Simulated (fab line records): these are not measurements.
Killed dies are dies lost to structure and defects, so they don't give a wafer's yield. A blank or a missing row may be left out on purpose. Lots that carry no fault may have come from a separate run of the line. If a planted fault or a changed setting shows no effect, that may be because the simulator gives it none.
8D (eight disciplines) problem report, filled in by code | flow nand-harc | the parts of the form that need people (team, actions taken, sign-off) are left out

== 1. WHAT IS WRONG ==
Mean of cd-nm at NHARC_A_CHANNEL_HOLE_D1_CD_MEAS_30: 0.6 nm across 6 wafers in 2 lots; on wafers with no fault it is 89.8 nm (standard deviation 1.1). Measured from the usual mean, that is -81 standard deviations.
First observed at day 12 20:56: wafer L327.2, on cd-sem-02. The record holds 30 wafers of 10 lots with a number at this step. The rule behind "out" and "out of limits": a value lying over 4 standard deviations away from the usual mean. All remaining wafers that have a number are taken as sound.

== 2. WHAT IT IS; WHAT IT IS NOT ==
question                    | is                     | is not
which readings at this step | cd-nm                  | -
which lots                  | L327, L328             | L318, L319, L330, L336, L337, L338, L340, L341
which wafers of those lots  | all that have a number | -
read on which gauges        | cd-sem-02              | cd-sem-01, cd-sem-03
when                        | from day 12 20:56      | up to then (6 sound wafers); but 18 sound wafers of L330, L336, L337, L338, L340, L341 came after

== 3. THE SUSPECTS, EACH WITH WHAT RULES IT OUT ==
Counting: a tool at a process step up to the reading stays a suspect if it ran every lot that is out and no sound lot after the first of them.
- the gauge at NHARC_A_CHANNEL_HOLE_D1_CD_MEAS_30: ruled out. All the wafers that are out were read on cd-sem-02, but those of them that NHARC_A_CHANNEL_HOLE_D1_XSEM_31 has rows for are out there too, on other tools.
- rie-diel-09 at NHARC_A_CHANNEL_HOLE_D1_ETCH_34 (etches the open film in CF4/CHF3, target depth 154 nm, time 77 s): ruled out as a lasting fault. Sound lots L336, L337, L338, L340, L341 ran on it after its first lot that is out, L327 (day 12 15:49). With no start given for some of its lots, NHARC_A_CHANNEL_HOLE_D1_ETCH_34 uses the hours and lot order of NHARC_A_CHANNEL_HOLE_D1_ETCH_21.
- har-etch-01 at NHARC_A_CHANNEL_HOLE_D1_ETCH_21 (etches the open film in C4F8/O2/Ar, time 514.3 s, target depth 1600 nm): ruled out as a lasting fault. Sound lots L330, L336, L337, L338 ran on it after its first lot that is out, L327 (day 12 15:49).
Left after counting: nothing in the record.

== 4. THE CAUSE (what the simulator had put in) ==
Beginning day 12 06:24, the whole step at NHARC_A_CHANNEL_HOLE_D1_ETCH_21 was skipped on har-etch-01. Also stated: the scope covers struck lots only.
It was ruled out by counting, in error; the rule expects a fault to strike all lots run on its tool from its start on, and this fault did not.

== 5. SEQUENCE OF EFFECTS, ordered by route ==
Rows list readings where the struck wafers' mean (over those with a number) sits beyond 3 standard deviations from the usual. Readings are gone through only where the record gives a usual standard deviation; hours: the median, over the lots, of the time from a lot's start at the first step in this table giving one to that lot's start at this step; sigmas: the change measured in usual standard deviations.
hours | step                               | reading         | usual   | on struck wafers | change | sigmas
0     | NHARC_A_CHANNEL_HOLE_D1_CD_MEAS_30 | cd-nm           | 89.8 nm | 0.6              | -89.2  | -81
0     | NHARC_A_CHANNEL_HOLE_D1_XSEM_31    | bot-cd-nm       | 74.3 nm | 0.9              | -73.3  | -61
0     | NHARC_A_CHANNEL_HOLE_D1_XSEM_31    | bow-nm          | 8.7 nm  | 0.2              | -8.5   | -27
398   | NHARC_END_SORT_01                  | killed-at-array | 55      | 671              | +616   | +31
398   | NHARC_END_SORT_01                  | killed-dies     | 60      | 677              | +617   | +29
Process steps it contains:
- NHARC_A_CHANNEL_HOLE_D1_XSEM_31
Readings that are blank on the struck wafers while sound wafers have them: c4f8-flow-sccm at NHARC_A_CHANNEL_HOLE_D1_ETCH_21; chamber-pressure-mTorr at NHARC_A_CHANNEL_HOLE_D1_ETCH_21; drypump-motor-current-A at NHARC_A_CHANNEL_HOLE_D1_ETCH_21; mfc-ar-sccm at NHARC_A_CHANNEL_HOLE_D1_ETCH_21; oes-air-line-au at NHARC_A_CHANNEL_HOLE_D1_ETCH_21; showerhead-plenum-p-Torr at NHARC_A_CHANNEL_HOLE_D1_ETCH_21; temp-c at NHARC_A_CHANNEL_HOLE_D1_ETCH_21; throttle-valve-pct at NHARC_A_CHANNEL_HOLE_D1_ETCH_21.

== 6. WHAT WOULD HAVE CAUGHT IT SOONER ==
15 hours passed between the start of the fault at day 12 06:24 and the first reading out of limits at a measuring or inspecting step in this record, taken at day 12 20:56.
At NHARC_A_CHANNEL_HOLE_D1_ETCH_21 the tool's readings are blank on the struck wafers, where sound wafers have them: an empty tool record is the first sign, and it was there at once.
